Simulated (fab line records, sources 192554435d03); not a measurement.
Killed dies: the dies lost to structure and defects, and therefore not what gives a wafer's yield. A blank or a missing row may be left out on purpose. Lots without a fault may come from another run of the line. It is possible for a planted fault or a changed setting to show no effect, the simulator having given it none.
Split-lot study + flow n5Finfet + 7 lots, 21 wafers read, on a route of 1938 steps

== THE SPLIT ==
At N5_SD_EPI_N_EXPOSE_06 (exposes mask SD N BLK, target cd 120 nm), the setting doseMj was moved away from the recipe's 39.75 on 8 of the 21 wafers read, by -3.4% to +2.0%. The other wafers ran this setting at the recipe's value.

== FROM THE SPLIT TO THE READING: what the file shows between them, 2 steps ==
- N5_SD_EPI_N_PEB_07: peb time 60 s
- N5_SD_EPI_N_DEVELOP_08: develop time 30 s

== THE READING ==
cdNm (nm) at N5_SD_EPI_N_CD_MEAS_09, where the cd target is 120 nm. On this fab line, fault-free wafers typically give 119.9 nm with a standard deviation of 0.53 nm.

| wafer  | tool, chamber at the split | doseMj as run | against the recipe | cdNm, nm | against lot-mates on the recipe |
|--------|----------------------------|---------------|--------------------|----------|---------------------------------|
| L075.4 | arfiScanner-01, 0          | 38.4          | -3.4%              | 117.7    | -2.7                            |
| L075.5 | arfiScanner-01, 0          | 39.75         | recipe             | 120.3    | -                               |
| L075.6 | arfiScanner-01, 0          | 39.75         | recipe             | 120.6    | -                               |
| L079.2 | arfiScanner-01, 0          | 40.55         | +2.0%              | 121.9    | +2.1                            |
| L079.3 | arfiScanner-01, 0          | 39.75         | recipe             | 119.5    | -                               |
| L079.4 | arfiScanner-01, 0          | 39.75         | recipe             | 120.1    | -                               |
| L082.1 | arfiScanner-02, 0          | 39.75         | recipe             | 120.0    | -                               |
| L082.3 | arfiScanner-02, 0          | 38.85         | -2.3%              | 118.5    | -1.5                            |
| L082.4 | arfiScanner-02, 0          | 38.85         | -2.3%              | 118.3    | -1.7                            |
| L083.3 | arfiScanner-02, 0          | 39.75         | recipe             | 119.7    | -                               |
| L083.5 | arfiScanner-02, 0          | 39.75         | recipe             | 119.8    | -                               |
| L083.6 | arfiScanner-02, 0          | 39.75         | recipe             | 120.2    | -                               |
| L086.1 | arfiScanner-01, 0          | 39.75         | recipe             | 119.8    | -                               |
| L086.3 | arfiScanner-01, 0          | 39.75         | recipe             | 119.6    | -                               |
| L086.5 | arfiScanner-01, 0          | 39.75         | recipe             | 119.9    | -                               |
| L092.1 | arfiScanner-03, 0          | 38.58         | -2.9%              | 118.4    | -1.6                            |
| L092.3 | arfiScanner-03, 0          | 39.75         | recipe             | 120.0    | -                               |
| L092.4 | arfiScanner-03, 0          | 38.58         | -2.9%              | 119.3    | -0.7                            |
| L094.1 | arfiScanner-02, 0          | 39.75         | recipe             | 120.0    | -                               |
| L094.4 | arfiScanner-02, 0          | 38.9          | -2.1%              | 118.9    | -1.1                            |
| L094.6 | arfiScanner-02, 0          | 38.9          | -2.1%              | 118.7    | -1.3                            |

FIT RESULTS
A straight line over all 21 wafers: cdNm changes by +0.601 nm for each +1% of doseMj; r = +0.91; the points scatter about the line by 0.39 nm.
The same after taking each lot's own level away (the mean of its wafers on the recipe; 21 wafers): +0.654 nm for each +1%; r = +0.93; scatter 0.39 nm.
According to that fit, moving doseMj by its largest amount changes the reading by 2.2 nm.
The lots' own levels span 119.77 to 120.45 nm, that is 1.3 times the standard deviation above.
The two slopes agree, so the slope changes little with the lot-to-lot level.
Check: with one of the wafers moved furthest among these (-3.4%) left out of the fit, the line predicts -1.95 nm for it against its lot-mates. It came out at -2.75 nm against them.

== THE WHOLE CHAIN: every reading that the file lists as answering this split, in the file's order ==
| step                   | what it does                                           | reading                                                        | change (the file's fit)               | r (the file's) |
|------------------------|--------------------------------------------------------|----------------------------------------------------------------|---------------------------------------|----------------|
| N5_SD_EPI_N_CD_MEAS_09 | target cd 120 nm                                       | cdNm                                                           | +0.684 nm for each +1% of the setting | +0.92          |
| N5_SD_EPI_N_DESCUM_14  | chemistry O2, time 7.9 s                               | SD_EPI_N.cdNm (the simulator's own value, which no gauge read) | +0.715 nm for each +1% of the setting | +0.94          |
| N5_SD_EPI_N_ETCH_34    | etches SiARC in CF4, target depth 45.5 nm, time 75.8 s | SD_EPI_N.cdNm (the simulator's own value, which no gauge read) | +0.644 nm for each +1% of the setting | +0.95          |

== FILE'S OWN FIT ==
cdNm changes by +0.684 nm for each +1% of doseMj, r = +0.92.
